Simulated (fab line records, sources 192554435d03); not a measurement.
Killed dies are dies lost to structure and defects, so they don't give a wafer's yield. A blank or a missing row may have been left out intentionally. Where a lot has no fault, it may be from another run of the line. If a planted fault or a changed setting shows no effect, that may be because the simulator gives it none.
Matching of chambers ; flow n5 finfet ; N5_BEOL_M5_CVD_47 on cvd co-02 has 3 sister chambers
The step deposits Co from CCTBA/H2, target thk 3 nm, time 216 s. 6 wafers are shown with their chamber, then 8 later ones without.

## WAFERS, EACH WITH ITS CHAMBER
wafer;chamber;run length s (s)
L283.1;2;239.1
L283.2;1;238.8
L295.2;2;238.6
L295.4;0;238.9
L295.5;1;239.3
L297.1;0;238.5

## WAFERS WITH NO CHAMBER GIVEN
wafer;run length s (s)
L297.4;239.0
L297.5;239.0
L296.1;239.2
L296.2;238.7
L296.4;239.2
L298.1;239.5
L298.2;238.9
L298.3;239.5

## THE CHAMBER EACH PASSED THROUGH
wafer;from the rows above;in truth
L297.4;can't be placed: 1 or 2 or 0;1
L297.5;can't be placed: 1 or 2 or 0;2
L296.1;can't be placed: 1 or 2 or 0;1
L296.2;can't be placed: 0 or 2 or 1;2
L296.4;can't be placed: 1 or 2 or 0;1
L298.1;can't be placed: 1 or 2 or 0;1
L298.2;can't be placed: 2 or 1 or 0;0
L298.3;can't be placed: 1 or 2 or 0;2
Correct placement for 0 of the 8. Unplaceable from these rows: 8, with the true chamber sitting among the candidates in 8. Number placed wrongly: 0.
How it was worked out, from the rows above alone: a wafer's distance from a chamber is the root of the sum, over the readings, of the square of ((its reading less the chamber's mean) divided by the reading's scatter). If the next closest chamber is less than 2 further off than the closest, the wafer can't be placed; otherwise it belongs to the closest. A chamber's mean is the mean of its shown wafers. The scatter: the root of (the sum of the squares of (reading less its chamber's mean) over the shown wafers, divided by (wafers less chambers)).
